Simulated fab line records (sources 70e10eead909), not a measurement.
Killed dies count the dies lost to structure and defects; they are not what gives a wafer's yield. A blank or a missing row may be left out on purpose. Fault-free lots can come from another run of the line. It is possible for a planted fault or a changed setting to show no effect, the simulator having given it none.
fab line records    flow nand-harc
record: lots: 7  wafers: 21  last-day: 32
route steps=1302 shown A_CONTACT@1063 END@1302
lots that met no fault: taken from a fault-free run of the same line
start-h: hours from the record's opening day to when the first of the lot's shown wafers began    wait-h: time in hours since the lot's previous step    " unchanged from the row above    L1.1+2: a single row standing in for several wafers    - no value, or no start given    * or withheld: withheld    < > ~ a bound
route shown NAME@n: NAME is a module with steps in the file, n the number in the route of the first one    usual: average and standard deviation across the fault-free wafers    same: alike in all rows    chamber/n: place in a boat    sites: readings site by site    _std_site: their standard deviation    _edge_site: outer sites' mean less inner sites'    radius-mm: for every site, how far away it sits from the centre of the wafer    mask NAME#n: copy n    behind: tool/chamber where the wafer was last shaped    hold: cause of the lot's hold/its duration in hours/its outcome    device: transistor that didn't switch, given as n, p or np    end of line: tests of these same wafers at the route's end    for a step that has no rows: nothing shown but its recipe    killed: dies lost to structure and defects at the first sort, not the wafer's yield    map: a wafer's dies, x killed, . not, _ none there
set.NAME: the run value of the setting; set.NAME@STEP: its run value at that earlier step    model.NAME: the simulator's own value behind a step, which no gauge read
lots at some steps of the route; a table a step, a row a wafer
services: when a tool's chamber went out of use (start-h, in hours from the record's first day, below 0 if earlier), for how many hours, and the reason
== steps ==
step: NHARC_A_CONTACT_ETCH_106
recipe: target-depth-a: 900  overetch-a: 90  time-s: 49.5  ion-energy-ev: 100  cf4-flow-sccm: 80  o2-flow-sccm: 20  ar-flow-sccm: 0  rf-w: 300  bias-w: 100  chemistry: CF4/O2
usual: drypump-motor-current-A: 5.8/0.41  mfc-ar-sccm: 0.006/0.012  oes-product-au: 1.000/0.0081  rf-vpp-V: 197.2/1.1  showerhead-plenum-p-Torr: 1.31/0.041  throttle-valve-pct: 13.397/0.0089
lot.wafer  tool         chamber  start-h  wait-h  drypump-motor-current-A  mfc-ar-sccm  oes-product-au  rf-hours-counter-h  rf-vpp-V  showerhead-plenum-p-Torr  throttle-valve-pct
L479.1     rie-diel-07  0        552.82   0.1     6.3                      0.002        1.013           28                  196.5     1.29                      13.387
L479.4     "            1        "        "       5.7                      0            1.001           23                  198.3     1.33                      13.403
L479.5     "            3        "        "       5.4                      0.028        1.012           -                   198.2     1.35                      13.404
L485.2     rie-diel-07  3        612.28   0.1     5.4                      0.028        1.002           50                  198.3     1.34                      13.396
L485.6     "            3        "        "       5.3                      0.028        1.001           -                   198.3     1.34                      13.395
L485.5     "            0        "        "       6.2                      0.002        1.011           -                   196.2     1.29                      13.397
L483.2     rie-diel-04  1        612.65   0.1     5.7                      0.007        0.983           19                  196.1     1.32                      13.387
L483.3     "            2        "        "       5.3                      0.037        0.992           10                  196.3     1.27                      13.401
L483.6     "            3        "        "       6.2                      0            0.994           -                   196.8     1.25                      13.396
L486.1     rie-diel-12  3        616.97   0.1     5.8                      0.007        1.001           29                  196.2     1.24                      13.390
L486.5     "            1        "        "       6.3                      0            1.004           -                   197.3     1.34                      13.411
L486.6     "            2        "        "       5.2                      0            0.999           -                   197.0     1.32                      13.388
L487.3     rie-diel-04  1        636.33   0.1     5.7                      0.007        0.989           27                  198.6     1.32                      13.406
L487.2     "            3        "        "       6.2                      0            0.991           24                  197.3     1.24                      13.400
L487.6     "            2        "        "       5.3                      0.037        0.982           -                   195.7     1.27                      13.392
L488.4     rie-diel-07  2        689.30   0.1     6.7                      0.003        1.005           8                   198.0     1.34                      13.398
L488.6     "            1        "        "       5.7                      0            1.005           -                   197.3     1.32                      13.387
L488.5     "            2        "        "       6.6                      0.003        1.020           -                   197.7     1.34                      13.404
L497.1     rie-diel-12  1        712.18   0.1     6.2                      0            1.006           13                  198.0     1.33                      13.408
L497.3     "            2        "        "       5.2                      0            1.005           15                  197.8     1.32                      13.386
L497.6     "            1        "        "       6.3                      0            1.004           -                   197.2     1.33                      13.395
step: NHARC_A_CONTACT_STRIP_82
recipe: o2-flow-sccm: 500  ar-flow-sccm: 0  bias-w: 0  chemistry: O2
usual: drypump-motor-current-A: 5.8/0.38  mfc-ar-sccm: 0.006/0.011  oes-product-au: 1.000/0.0075  rf-vpp-V: 57.6/0.86  showerhead-plenum-p-Torr: 3.45/0.11  throttle-valve-pct: 17.036/0.01
lot.wafer  tool         chamber  start-h  wait-h  drypump-motor-current-A  mfc-ar-sccm  oes-product-au  rf-hours-counter-h  rf-vpp-V  showerhead-plenum-p-Torr  throttle-valve-pct
L479.1     rie-diel-07  2        -        -       6.7                      0.003        1.008           23                  59.4      3.56                      17.043
L479.4     "            3        "        "       5.4                      0.028        1.006           28                  58.3      3.56                      17.041
L479.5     "            0        "        "       6.3                      0.002        0.994           -                   55.7      3.41                      17.054
L485.2     rie-diel-07  0        -        -       6.3                      0.002        1.007           48                  58.1      3.40                      17.028
L485.6     "            3        "        "       5.3                      0.028        0.997           -                   58.7      3.55                      17.043
L485.5     "            0        "        "       6.3                      0.002        1.003           -                   58.2      3.40                      17.029
L483.2     rie-diel-04  0        -        -       5.5                      0            1.005           18                  58.8      3.41                      17.019
L483.3     "            1        "        "       5.7                      0.007        0.988           19                  56.2      3.49                      17.051
L483.6     "            2        "        "       5.3                      0.037        1.002           -                   57.9      3.36                      17.047
L486.1     rie-diel-12  0        -        -       5.8                      0            0.991           30                  56.8      3.56                      17.059
L486.5     "            2        "        "       5.2                      0            0.991           -                   57.6      3.49                      17.030
L486.6     "            3        "        "       5.8                      0.007        1.006           -                   56.3      3.29                      17.030
L487.2     rie-diel-04  1        -        -       5.7                      0.007        1.008           27                  55.7      3.49                      17.045
L487.3     "            2        "        "       5.3                      0.037        0.999           17                  56.6      3.35                      17.044
L487.6     "            1        "        "       5.7                      0.007        1.004           -                   58.0      3.49                      17.028
L488.4     rie-diel-07  0        -        -       6.3                      0.002        0.999           9                   57.9      3.39                      17.048
L488.5     "            0        "        "       6.3                      0.002        1.009           -                   58.7      3.39                      17.039
L488.6     "            1        "        "       5.7                      0            0.995           -                   56.5      3.49                      17.021
L497.3     rie-diel-12  1        -        -       6.3                      0            1.002           13                  57.3      3.52                      17.030
L497.1     "            2        "        "       5.2                      0            0.988           15                  56.7      3.48                      17.035
L497.6     "            1        "        "       6.3                      0            1.005           -                   56.2      3.52                      17.034
step: NHARC_A_CONTACT_STRIP_83
recipe: time-s: 600  temp-c: 30  chemistry: post-etch-residue-remover
step: NHARC_A_CONTACT_DEP_84
recipe: target-thk-a: 28000  temp-c: 400  material: aC
usual: throttle-valve-pct: 34.999/0.0087
lot.wafer  tool        chamber  start-h  wait-h  throttle-valve-pct
L479.1     acl-dep-03  0        558.24   -       35.006
L479.4     "           0        "        "       34.998
L479.5     "           0        "        "       35.009
L485.2     acl-dep-03  0        619.34   -       34.996
L485.5     "           0        "        "       34.993
L485.6     "           0        "        "       34.989
L483.2     acl-dep-03  0        621.06   -       34.999
L483.3     "           0        "        "       35.007
L483.6     "           0        "        "       34.998
L486.1     acl-dep-01  0        622.33   -       35.001
L486.5     "           0        623.48   -       34.997
L486.6     "           0        "        "       34.996
L487.2     acl-dep-03  0        638.07   -       35.002
L487.3     "           0        "        "       34.985
L487.6     "           0        "        "       35.003
L488.4     acl-dep-01  0        691.51   -       34.993
L488.5     "           0        "        "       35.000
L488.6     "           0        "        "       34.993
L497.1     acl-dep-02  0        713.66   -       35.000
L497.3     "           0        "        "       34.996
L497.6     "           0        "        "       34.996
step: NHARC_A_CONTACT_DEP_85
recipe: target-thk-a: 600  target-thk-nm: 60  temp-c: 400  pressure-torr: 3.5  flow-sccm: 200  rf-w: 350  material: SiON
usual: heater-power-w: 739/76
lot.wafer  tool      chamber  start-h  wait-h  heater-power-w
L479.1     pecvd-01  0        560.03   1.5     872
L479.4     "         2        "        "       777
L479.5     "         0        "        "       871
L485.2     pecvd-02  1        620.79   1.2     543
L485.5     "         2        "        "       795
L485.6     "         0        "        "       688
L483.2     pecvd-02  0        622.52   1.2     731
L483.3     "         1        "        "       604
L483.6     "         0        "        "       715
L486.1     pecvd-02  2        624.07   1.5     854
L486.5     "         2        "        "       840
L486.6     "         1        "        "       652
L487.3     pecvd-01  1        639.55   0.9     764
L487.2     "         2        "        "       784
L487.6     "         0        "        "       760
L488.6     pecvd-03  0        692.48   0.1     813
L488.5     "         1        "        "       717
L488.4     "         2        "        "       783
L497.1     pecvd-02  0        715.40   1.4     745
L497.3     "         1        "        "       643
L497.6     "         2        "        "       681
step: NHARC_A_CONTACT_DEHYDRATE_00
recipe: temp-c: 150  time-s: 120
step: NHARC_A_CONTACT_HMDS_01
recipe: time-s: 30
step: NHARC_A_CONTACT_COAT_86
recipe: temp-c: 260  time-s: 75
step: NHARC_A_CONTACT_COAT_87
recipe: temp-c: 225  time-s: 65
step: NHARC_A_CONTACT_COAT_02
recipe: spin-rpm: 1500  resist-thk-nm: 90
step: NHARC_A_CONTACT_SOFTBAKE_03
recipe: temp-c: 105  time-s: 55
step: NHARC_A_CONTACT_EBR_04
step: NHARC_A_CONTACT_EXPOSE_05
recipe: na: 1.35  sigma-outer: 0.8  dose-mj: 84.24  mask-id: A_CC
usual: exposure-dose-mJ-cm2: 84.17/0.079
lot.wafer  tool             chamber  start-h  wait-h  mask    exposure-dose-mJ-cm2
L479.1     arfi-scanner-02  0        560.43   -       A_CC#0  84.05
L479.4     "                0        "        "       A_CC#0  84.16
L479.5     "                0        "        "       A_CC#0  84.09
L485.2     arfi-scanner-01  0        621.26   -       A_CC#0  84.09
L485.5     "                0        "        "       A_CC#0  84.09
L485.6     "                0        "        "       A_CC#0  84.09
L483.2     arfi-scanner-01  0        622.98   -       A_CC#0  86.76
L483.3     "                0        "        "       A_CC#0  86.70
L483.6     "                0        "        "       A_CC#0  86.78
L486.1     arfi-scanner-01  0        624.53   -       A_CC#0  86.31
L486.5     "                0        "        "       A_CC#0  86.38
L486.6     "                0        "        "       A_CC#0  86.42
L487.2     arfi-scanner-03  0        639.98   -       A_CC#0  84.04
L487.3     "                0        "        "       A_CC#0  84.17
L487.6     "                0        "        "       A_CC#0  84.03
L488.4     arfi-scanner-01  0        692.98   -       A_CC#0  85.82
L488.5     "                0        "        "       A_CC#0  85.79
L488.6     "                0        "        "       A_CC#0  85.85
L497.1     arfi-scanner-02  0        715.85   -       A_CC#0  84.15
L497.3     "                0        "        "       A_CC#0  84.18
L497.6     "                0        "        "       A_CC#0  84.24
step: NHARC_A_CONTACT_PEB_06
recipe: peb-temp-c: 100  peb-time-s: 65
step: NHARC_A_CONTACT_DEVELOP_07
recipe: develop-time-s: 35  dev-temp-c: 23
step: NHARC_A_CONTACT_CD_MEAS_08
recipe: target-cd-nm: 200  landing-energy-ev: 500
usual: cd-nm: 200.1/0.46
lot.wafer  tool       chamber  start-h  wait-h  cd-nm
L479.1     cd-sem-02  0        560.57   -       199.9
L479.4     "          0        "        "       199.8
L479.5     "          0        "        "       199.3
L485.2     cd-sem-02  0        621.39   -       199.5
L485.5     "          0        "        "       199.1
L485.6     "          0        "        "       200.1
L483.2     cd-sem-02  0        623.12   -       202.2
L483.3     "          0        "        "       202.2
L483.6     "          0        "        "       202.4
L486.1     cd-sem-01  0        624.67   -       200.5
L486.5     "          0        "        "       200.5
L486.6     "          0        "        "       201.1
L487.2     cd-sem-03  0        640.12   -       200.1
L487.3     "          0        "        "       199.5
L487.6     "          0        "        "       199.6
L488.4     cd-sem-03  0        693.12   -       201.5
L488.5     "          0        "        "       201.2
L488.6     "          0        "        "       201.7
L497.1     cd-sem-01  0        715.99   -       200.2
L497.3     "          0        "        "       200.3
L497.6     "          0        "        "       199.8
step: NHARC_A_CONTACT_OVL_MEAS_09
usual: overlay-x-nm: 0.0/0.82  overlay-y-nm: 0.1/0.93
lot.wafer  tool        chamber  start-h  wait-h  overlay-x-nm  overlay-y-nm
L479.1     overlay-02  -        560.66   -       1.6           -0.4
L479.4     "           -        "        "       1.7           -0.3
L479.5     "           -        "        "       1.2           -0.8
L485.2     overlay-01  -        621.48   -       0.3           0.1
L485.5     "           -        "        "       0.2           -0.3
L485.6     "           -        "        "       -0.2          0.1
L483.2     overlay-02  -        623.20   -       -0.4          -1.8
L483.3     "           -        "        "       -0.4          -1.7
L483.6     "           -        "        "       -1.0          -1.6
L486.1     overlay-01  -        624.76   -       -0.2          0.4
L486.5     "           -        "        "       0.3           -0.3
L486.6     "           -        "        "       1.1           0.1
L487.2     overlay-02  -        640.21   -       0.8           1.9
L487.3     "           -        "        "       0.8           2.2
L487.6     "           -        "        "       0.8           2.2
L488.4     overlay-02  -        693.20   -       -0.6          0.4
L488.5     "           -        "        "       -0.9          0.3
L488.6     "           -        "        "       -1.3          0.7
L497.1     overlay-01  -        716.08   -       0.4           -0.4
L497.3     "           -        "        "       0.6           -1.1
L497.6     "           -        "        "       0.4           -0.2
step: NHARC_END_SORT_01
recipe: temp-c: 25
usual: killed-at-array: 50/17  killed-at-other: 0.7/1  killed-at-periphery: 3.4/2.4  killed-dies: 54/17  killed-open: 3.3/1.7  killed-short: 2.5/1.6
same: gross-dies: 677
lot.wafer  tool       chamber  start-h  wait-h  killed-at-array  killed-at-other  killed-at-periphery  killed-dies  killed-open  killed-short
L479.1     prober-01  0        612.27   2.5     54               2                9                    65           7            3
L479.4     prober-01  0        614.65   3.4     46               2                5                    53           3            0
L479.5     prober-01  0        615.44   3.7     77               0                3                    80           1            2
killed by level:class
L479.1 A_SLIT:chamber-film-flake=18 A_CHANNEL_HOLE_D1:chamber-film-flake=14 A_CHANNEL_HOLE_D2:chamber-film-flake=9 P_GATE:chamber-film-flake=8 A_CHANNEL_FILL_D1:geometric-particle:open=3 A_CONTACT:chamber-film-flake=2 THIN_TSV:chamber-film-flake=2 A_ONON_D1:geometric-particle:short=1
L479.4 A_CHANNEL_HOLE_D1:chamber-film-flake=15 A_SLIT:chamber-film-flake=14 A_CHANNEL_HOLE_D2:chamber-film-flake=9 P_GATE:chamber-film-flake=4 THIN_TSV:chamber-film-flake=2 A_CHANNEL_FILL_D1:geometric-particle:open=1 A_CHANNEL_FILL_D2:geometric-particle:open=1 A_CONTACT:geometric-particle:open=1
L479.5 A_CHANNEL_HOLE_D1:chamber-film-flake=36 A_SLIT:chamber-film-flake=26 A_CHANNEL_HOLE_D2:chamber-film-flake=11 P_GATE:chamber-film-flake=3 A_CHANNEL_FILL_D1:geometric-particle:open=1 A_CHANNEL_FILL_D1:geometric-particle:short=1 A_CHANNEL_FILL_D2:geometric-particle:short=1 A_WL_FILL:chamber-film-flake=1
== services ==
tool             chamber  start-h  hours  kind
rie-diel-12      2        531.48   8.4    repair
rie-diel-04      -        534.29   9.0    pm
arfi-scanner-01  -        538.85   0.2    repair
arfi-scanner-02  -        539.95   1.7    repair
acl-dep-01       -        551.55   13.0   pm
rie-diel-04      0        563.20   2.9    repair
rie-diel-04      2        588.21   18.9   repair
pecvd-02         -        589.00   13.0   pm
rie-diel-12      1        594.74   4.0    repair
arfi-scanner-01  -        594.90   0.2    repair
arfi-scanner-01  -        596.00   4.0    pm
rie-diel-12      2        608.01   8.6    repair
rie-diel-12      -        622.52   9.0    pm
arfi-scanner-01  -        626.09   0.3    repair
arfi-scanner-01  -        634.76   0.4    repair
rie-diel-07      -        649.81   9.0    pm
arfi-scanner-01  -        658.78   4.3    repair
rie-diel-07      -        663.00   0.6    repair
rie-diel-04      2        665.57   6.9    repair
acl-dep-03       -        667.78   13.0   pm
arfi-scanner-01  -        684.57   3.1    repair
rie-diel-04      1        691.42   4.7    repair
rie-diel-04      3        691.99   6.0    repair
rie-diel-04      -        711.29   9.0    pm
== key ==
first-sign: step: NHARC_A_CONTACT_EXPOSE_05  reading: exposure-dose-mJ-cm2  direction: up  sigmas: 27  usual: 84.17  struck: 86.31
effect: step: NHARC_A_CONTACT_CD_MEAS_08  reading: cd-nm  direction: up  sigmas: 3.1  usual: 200.1  struck: 201.5  through: control-loop
met-at NHARC_A_CONTACT_EXPOSE_05
struck-wafers L483.2,L483.3,L483.6,L486.1,L486.5,L486.6,L488.4,L488.5,L488.6
tester-left-out L483,L486,L488
loop-trim: step: NHARC_A_CONTACT_EXPOSE_05  setting: dose  lots: L486,L488
onset-between 621.26 622.98
fault: kind: process-parameter-drift  tool: arfi-scanner-01  chamber: -  onset-h: 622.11  steps: NHARC_A_CONTACT_EXPOSE_05  channel: dose-mj  offset: 2.661  shape: step  acts-in: these-recipes-only  stated: 84.24
tester-left-out: of these lots the tester's yield and bins aren't shown, on N5 and GAA mostly nor the transistor test; their killed dies are dies lost to structure and defects alone, not to doping, threshold or leakage, so they don't give the yield
loop-trim: a control loop set the setting to another value than it would have without faults
